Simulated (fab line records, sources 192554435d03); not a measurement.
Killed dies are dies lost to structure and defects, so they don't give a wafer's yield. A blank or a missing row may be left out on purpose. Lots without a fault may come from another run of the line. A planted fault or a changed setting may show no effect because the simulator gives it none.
A struck lot beside a sound one | flow n5_finfet | 26 steps out of a route of 1938
Sound: wafers L138.2, L138.3, L138.5. Struck: wafer L145.5. (L145.2 of the same lot was not struck and is left out.) The cause comes at the end.
At each step with rows: each side's tool, then ch and its chambers, then its first start. Under that, the readings that differ: sound wafers | struck wafers | difference of the means | sigmas: that difference in standard deviations of wafers without a fault.
alike: readings whose means differ by less than 2 such deviations, and words and numbers that are the same on both sides. not compared: withheld readings, readings that some wafer has no value for, bounds like >300 that may hide the same value, and numbers for which the record gives no deviation and whose values overlap.
The two part at a step that has a row with sigmas, a row that says differs or no value, or rows on one side only. Numbers that don't overlap but have no deviation are shown without sigmas and don't part them. A reading that every wafer of one side lacks parts them only if that side has two wafers or more.

first, 1 step without rows for these wafers: N5_STI_FIN_REVEAL_DENSIFY_02 (time 1800 s).
N5_STI_FIN_REVEAL_CMP_04: polishes, stops on Si3N4, t overpolish 4 s, target thk 131.83 nm.
  sound on cmp-04 ch 2,3, day 3 03:47; struck on cmp-02 ch 2, day 4 22:25
  alike: motor_current_A, overpolish_run_s, time_to_endpoint_s
N5_STI_FIN_REVEAL_THK_MEAS_05:
  sound on film_metro-01, day 3 04:05; struck on film_metro-01, day 4 22:38
  alike: thk_nm
then, 1 step without rows for these wafers: N5_STI_FIN_REVEAL_DENSIFY_30.
N5_STI_FIN_REVEAL_ETCHBACK_08: etches SiO2 in C4F6/O2, target depth 30.5 nm, time 10.167 s.
  sound on rie_diel-03 ch 1,2,3, day 3 04:23; struck on rie_diel-04 ch 1, day 4 23:07
  reading                | sound             | struck | difference | sigmas
  throttle_valve_pct (%) | 21.14 20.75 20.92 | 21.38  | +0.44      | +2
  alike: drypump_motor_current_A, oes_product_au, rf_vpp_V, showerhead_plenum_p_Torr
  not compared: rf_hours_counter_h
N5_STI_FIN_REVEAL_STRIP_24: strips in N2/H2, time 90 s.
  sound on rie_diel-03 ch 1,2,3, day 3 04:25; struck on rie_diel-04 ch 1, day 4 23:10
  reading               | sound          | struck | difference | sigmas
  oes_product_au (a.u.) | 0.70 0.80 0.81 | 0.91   | +0.14      | +2
  alike: drypump_motor_current_A, rf_vpp_V, showerhead_plenum_p_Torr, throttle_valve_pct
  not compared: rf_hours_counter_h
then, 6 steps without rows for these wafers: N5_STI_FIN_REVEAL_PRECLEAN_25 (cleans in SPM, time 90 s); N5_STI_FIN_REVEAL_PRECLEAN_26 (cleans in SC1, time 45 s); N5_STI_FIN_REVEAL_PRECLEAN_29 (cleans in DHF, time 30 s); N5_STI_FIN_REVEAL_SRD_12 (time 30 s); N5_STI_FIN_REVEAL_RECESS_09 (chemistry HF/NH3, target SiO2, afs cycles 11, target depth 42.5 nm, sublimation time 60 s); N5_STI_FIN_REVEAL_STRIP_16 (strips SiNx in H3PO4, target depth 23.8 nm).
N5_STI_FIN_REVEAL_PRECLEAN_17: cleans in NF3:NH3, afs cycles 1, time 20 s, sublimation time 60 s.
  sound on remote_plasma-02 ch 0, day 3 06:34; struck on remote_plasma-02 ch 0, day 5 01:36
  reading    | sound    | struck | difference | sigmas
  time_s (s) | 20 20 20 | 11.423 | -8.577     |
N5_STI_FIN_REVEAL_ETCH_34: etches Si in H2, material Si, target depth 0.97 nm.
  sound on rie_si-01 ch 0,1,3, day 3 06:44; struck on rie_si-02 ch 2, day 5 01:46
  alike: drypump_motor_current_A, oes_product_au, throttle_valve_pct
  not compared: rf_hours_counter_h
N5_STI_FIN_REVEAL_OXIDATION_31: chemistry O2 PLASMA REMOTE, time 20 s.
  sound on plasma_asher-02 ch 0,1, day 3 06:47; struck on plasma_asher-01 ch 1, day 5 01:50
  alike: drypump_motor_current_A, heater_power_w
  not compared: rf_hours_counter_h
then, 6 steps without rows for these wafers: N5_STI_FIN_REVEAL_PRECLEAN_32 (cleans in NF3:NH3, afs cycles 1, time 20 s, sublimation time 60 s); N5_STI_FIN_REVEAL_STRIP_35 (strips Si3N4 in H3PO4, target depth 4 nm, time 39 s); N5_STI_FIN_REVEAL_SRD_21 (time 30 s); N5_STI_FIN_REVEAL_OXIDATION_33 (chemistry O2 PLASMA REMOTE, time 20 s); N5_STI_FIN_REVEAL_CLEAN_19 (cleans in O3/DIW, time 120 s); N5_STI_FIN_REVEAL_SRD_23 (time 30 s).
N5_STI_FIN_REVEAL_CD_MEAS_22: target cd 6.238 nm, pitch 28 nm.
  sound on cd_sem-01, day 3 07:19; struck on cd_sem-03, day 5 02:25
  alike: cd_nm
N5_STI_FIN_REVEAL_FIN_H_MEAS_10:
  sound on ocd-02, day 3 07:20; struck on ocd-02, day 5 02:26
  alike: trench_depth_nm
then, 1 step without rows for these wafers: N5_STI_FIN_REVEAL_PRECLEAN_18 (cleans in SC2, time 45 s).
-- the record jumps here: 6 days lie between the struck wafers' starts before and after (it left off in module STI_FIN_REVEAL and takes up again in module BEOL_M4, whose first step shown is number 1111 of the route) --
N5_BEOL_M4_RC_MEAS_101:
  sound on prober-02 ch 0, day 8 07:23; struck on prober-01 ch 0, day 10 21:46
  reading   | sound          | struck | difference | sigmas
  VT_P (mV) | -242 -243 -246 | -251   | -7         | -2
  alike: DIBL_N, DIBL_P, IOFF_N, IOFF_P, ION_N, ION_P, SS_N, SS_P, VT_N
then, 1 step without rows for these wafers: N5_PASSIVATION_PROBE_49.

WHERE THEY PART
First at N5_STI_FIN_REVEAL_ETCHBACK_08; last, within this record, at N5_BEOL_M4_RC_MEAS_101.

WHY: what the simulator had put in
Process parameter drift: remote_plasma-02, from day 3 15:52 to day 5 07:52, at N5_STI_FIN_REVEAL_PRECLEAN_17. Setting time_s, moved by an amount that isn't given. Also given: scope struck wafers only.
